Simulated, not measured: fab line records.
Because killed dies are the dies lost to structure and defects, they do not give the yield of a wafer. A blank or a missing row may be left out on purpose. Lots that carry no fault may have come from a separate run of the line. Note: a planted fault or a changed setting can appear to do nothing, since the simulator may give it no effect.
Problem report in the 8D (eight disciplines) form, filled by code | flow n5 finfet | the parts of the form that need people (team, actions taken, sign-off) are left out

1. WHAT WENT WRONG
At N5_BEOL_M15_CMP_49, barrier field endpoint s averages 13.13 s over 3 wafers from 3 lots, while fault-free wafers read 11.29 s, standard deviation 0.26. Relative to the usual mean, that is a shift of +7.1 standard deviations.
The step: polishes, stops on SiO2, t overpolish 4.9 s, target thk 850 nm.
Earliest sighting: wafer L187.1 on cmp-03 at day 13 23:15. At this step, 27 wafers from 10 lots have a number in the record. Rule for "out" (also "out of limits"): further than 4 standard deviations from the usual mean. The other wafers with a number count as sound.

2. WHAT IT IS AND WHAT IT IS NOT
question                    | is                       | is not
which readings at this step | barrier field endpoint s | motor current A
which lots                  | L187, L188, L189         | L184, L185, L197, L198, L200, L201, L202
which wafers of those lots  | L187.1, L188.3, L189.6   | L187.2, L187.5, L188.5, L188.6, L189.2, L189.4
read on which tools         | cmp-03, cmp-04           | cmp-02
when                        | from day 13 23:15        | up to then (8 sound wafers); but 16 sound wafers of L188, L189, L197, L198, L200, L201, L202 came after

3. WHAT RULES OUT EACH SUSPECT
Counting: a tool at a process step up to the reading stays a suspect if it ran every lot that is out. Sound lots after the first of them don't rule it out here, since some wafers of a struck lot are sound.
- pvd sputter-03 at N5_BEOL_M15_SPUTTER_44 (material Ta, target thk 15 nm, time 24.19 s): kept. Every lot that is out went through it, the first being L187 (day 13 21:58); the last sound lot it ran before that was L185 (day 13 21:36).
Remaining after the count: pvd sputter-03 at N5_BEOL_M15_SPUTTER_44.

4. THE CAUSE (what the simulator had put in)
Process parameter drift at N5_BEOL_M15_SPUTTER_44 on pvd sputter-03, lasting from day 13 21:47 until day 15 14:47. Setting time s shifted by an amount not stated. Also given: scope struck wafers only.
The count eliminated every tool but this one.

5. THE EFFECT CHAIN, in route order
Rows list readings where the struck wafers' mean (over those with a number) sits beyond 3 standard deviations from the usual. Scope: only readings with a usual standard deviation given in the record; hours: median across lots of the time from each lot's start at the first step in this table that gives one to its start at this step; sigmas: change in usual standard deviations.
hours | step               | reading                  | usual   | on struck wafers | change | sigmas
0     | N5_BEOL_M15_CMP_49 | barrier field endpoint s | 11.29 s | 13.13            | +1.84  | +7.1
The process steps in it:
- N5_BEOL_M15_CMP_49: polishes, stops on SiO2, t overpolish 4.9 s, target thk 850 nm.

6. HOW IT WOULD HAVE BEEN CAUGHT EARLIER
In this record the first reading out of limits was taken at day 13 23:15, 1 hour after the fault began at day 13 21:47.
Tool readings at N5_BEOL_M15_SPUTTER_44 with a usual standard deviation given in the record: none out on any struck wafer, hence no alarm at a limit of 4 standard deviations on them.
Among the 3 lots that are out, L188, L189 began N5_BEOL_M15_SPUTTER_44 on pvd sputter-03 after day 13 23:15. A hold on the tool at that time would have spared those 2.
